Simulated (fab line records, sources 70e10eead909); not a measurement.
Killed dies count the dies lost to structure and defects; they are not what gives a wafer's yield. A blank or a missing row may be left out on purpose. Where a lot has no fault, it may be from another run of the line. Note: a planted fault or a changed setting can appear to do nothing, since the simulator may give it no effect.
Matching of chambers | flow nand_harc | NHARC_A_SGD_CUT_ETCH_58 on rie_diel-13 has 4 sister chambers
The step etches the open film in CF4, target depth 39 nm, time 65 s. 4 wafers are shown with their chamber, then 8 later ones without.

== WAFERS PAIRED WITH THEIR CHAMBERS ==
wafer  | chamber | drypump_motor_current_A (A)
L087.1 | 3       | 5.2
L087.2 | 1       | 5.3
L087.5 | 2       | 5.9
L088.3 | 0       | 6.0

== WAFERS WITHOUT THEIR CHAMBER ==
wafer  | drypump_motor_current_A (A)
L088.4 | 5.3
L088.5 | 5.2
L090.1 | 5.3
L090.2 | 6.1
L090.5 | 6.0
L097.1 | 6.0
L097.3 | 5.3
L097.6 | 6.0

== THE CHAMBER EACH PASSED THROUGH ==
wafer  | from the rows above | in truth
L088.4 | 1                   | 1
L088.5 | 3                   | 3
L090.1 | 1                   | 1
L090.2 | 0                   | 0
L090.5 | 0                   | 0
L097.1 | 0                   | 0
L097.3 | 1                   | 1
L097.6 | 0                   | 0
8 of 8 placed correctly. Not placeable from these rows: 0. 0 placed wrongly.
How it was worked out, from the rows above alone: a wafer's distance from a chamber is the root of the sum, over the readings, of the square of ((its reading less the chamber's mean) divided by the reading's scatter). The wafer belongs to the nearest chamber; if the next one is less than 2 further off, it can't be placed. A chamber's mean is the mean of its shown wafers. The scatter (one wafer shown for each chamber): square how far every hidden wafer sits from the nearest shown wafer, average those squares and take the square root.
